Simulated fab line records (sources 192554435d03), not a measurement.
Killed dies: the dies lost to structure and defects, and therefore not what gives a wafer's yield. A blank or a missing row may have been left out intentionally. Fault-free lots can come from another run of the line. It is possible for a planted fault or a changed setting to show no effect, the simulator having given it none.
Split-lot study    flow n5_finfet    7 lots, 39 wafers read, on a route of 1938 steps

== THE SPLIT ==
At N5_PASSIVATION_ETCH_54 (etches SiO2 in CHF3/O2, target depth 880 nm, time 440 s), the setting time_s was moved away from the recipe's 440 s on 9 of the 39 wafers read, by +17.5% to +36.8%. This setting was run at the recipe's value on the other wafers.

The reading comes from the split's own step.

== THE READING ==
PASSIVATION.feature_depth_nm (the simulator's own value, which no gauge read), in nm, at N5_PASSIVATION_ETCH_54 (etches SiO2 in CHF3/O2, target depth 880 nm, time 440 s). There is no usual value for it anywhere in the file. The 30 wafers here that ran the recipe average 875.2 nm, standard deviation 19 nm.

wafer   tool, chamber at the split  time_s as run, s  against the recipe  PASSIVATION.feature_depth_nm, nm  against lot-mates on the recipe
L074.1  rie_diel-03, 1              440               recipe              898                               -
L074.2  rie_diel-03, 3              440               recipe              850.6                             -
L074.3  rie_diel-03, 2              440               recipe              873.2                             -
L074.4  rie_diel-03, 0              440               recipe              862.6                             -
L074.5  rie_diel-03, 0              440               recipe              863.4                             -
L074.6  rie_diel-03, 1              440               recipe              901.4                             -
L078.1  rie_diel-04, 2              583.5             +32.6%              1142                              +246.3
L078.2  rie_diel-04, 3              583.5             +32.6%              1171                              +275.3
L078.3  rie_diel-04, 0              583.5             +32.6%              1170                              +274.3
L078.4  rie_diel-04, 1              440               recipe              899.4                             -
L078.5  rie_diel-04, 1              440               recipe              907.2                             -
L078.6  rie_diel-04, 0              440               recipe              880.4                             -
L093.1  rie_diel-01, 2              601.9             +36.8%              1225                              +332.4
L093.2  rie_diel-01, 3              440               recipe              891.8                             -
L093.3  rie_diel-01, 1              601.9             +36.8%              1234                              +341.4
L093.4  rie_diel-01, 0              601.9             +36.8%              1220                              +327.4
L093.5  rie_diel-01, 3              440               recipe              892.4                             -
L093.6  rie_diel-01, 0              440               recipe              893.6                             -
L094.1  rie_diel-04, 1              517.2             +17.5%              1061                              +196.3
L094.2  rie_diel-04, 2              440               recipe              851                               -
L094.3  rie_diel-04, 0,3            517.2             +17.5%              1034                              +169.3
L094.6  rie_diel-04, 0,3            517.2             +17.5%              1034                              +169.3
L094.4  rie_diel-04, 3              440               recipe              884.6                             -
L094.5  rie_diel-04, 2              440               recipe              858.6                             -
L095.1  rie_diel-04, 0              440               recipe              872.4                             -
L095.2  rie_diel-04, 1              440               recipe              891.8                             -
L095.3  rie_diel-04, 2              440               recipe              847.2                             -
L095.4  rie_diel-04, 3              440               recipe              876.4                             -
L095.5  rie_diel-04, 1              440               recipe              894.4                             -
L095.6  rie_diel-04, 2              440               recipe              854.4                             -
L096.2  rie_diel-01, 0              440               recipe              883.6                             -
L096.3  rie_diel-01, 2              440               recipe              878.6                             -
L096.6  rie_diel-01, 3              440               recipe              889.6                             -
L097.1  rie_diel-04, 2              440               recipe              844.4                             -
L097.2  rie_diel-04, 1              440               recipe              874                               -
L097.3  rie_diel-04, 0              440               recipe              859                               -
L097.4  rie_diel-04, 1              440               recipe              887                               -
L097.5  rie_diel-04, 0              440               recipe              859.2                             -
L097.6  rie_diel-04, 2              440               recipe              834.6                             -
When a row names more than one chamber, that row covers several wafers, and the file does not tell which wafer ran in which chamber.

THE FIT
A straight line over all 39 wafers: PASSIVATION.feature_depth_nm changes by +9.24 nm for each +1% of time_s; r = +0.99; the points scatter about the line by 19 nm.
The same after taking each lot's own level away (the mean of its wafers on the recipe; 39 wafers): +8.8 nm for each +1%; r = +0.99; scatter 18 nm.
The reading moves by 3.2e+02 nm for the largest change in time_s, on that fit.
From 859.70 to 895.67 nm: that is the span of the lots' own levels, equal to 1.9 times the standard deviation above.
The two slopes are in agreement: the lot-to-lot level therefore moves the slope only a little.
Check: for one of the wafers moved furthest among these (+36.8%), held out of the fit, the line's prediction against its lot-mates is +323 nm. Against them it came out at +332 nm.

== OTHER SPLITS APPLIED TO THESE WAFERS ==
Before the reading, these wafers also passed through other splits. Each is held against what the fit with the lots' levels taken away leaves over:
other split on the same wafers        wafers away from the commonest value  r with PASSIVATION.feature_depth_nm (lot level and that fit taken away)
N5_FIN_SAQP_ALD_61 ald_cycles         15                                    +0.05
N5_DUMMY_GATE_ETCH_31 target_depth_a  15                                    +0.15
N5_HKMG_FIN_ALD_75 target_thk_a       12                                    -0.04
N5_HKMG_FIN_ALD_72 ald_cycles         18                                    -0.12
N5_MOL_CONTACT_COAG_ALD_27 time_s     15                                    +0.04
N5_BEOL_M1_ILD_DEP_00 time_s          18                                    -0.03
N5_BEOL_M11_DESCUM_16 time_s          18                                    -0.16

== THE WHOLE CHAIN: every reading that the file lists as answering this split, in the file's order ==
step                    what it does                                             reading                                                                        change (the file's fit)               r (the file's)
N5_PASSIVATION_ETCH_54  etches SiO2 in CHF3/O2, target depth 880 nm, time 440 s  etch.depth_nm (the simulator's own value, which no gauge read)                 +8.83 nm for each +1% of the setting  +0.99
N5_PASSIVATION_ETCH_54  etches SiO2 in CHF3/O2, target depth 880 nm, time 440 s  PASSIVATION.feature_depth_nm (the simulator's own value, which no gauge read)  +8.83 nm for each +1% of the setting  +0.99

== THE FILE'S OWN FIT ==
PASSIVATION.feature_depth_nm changes by +8.83 nm for each +1% of time_s, r = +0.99.
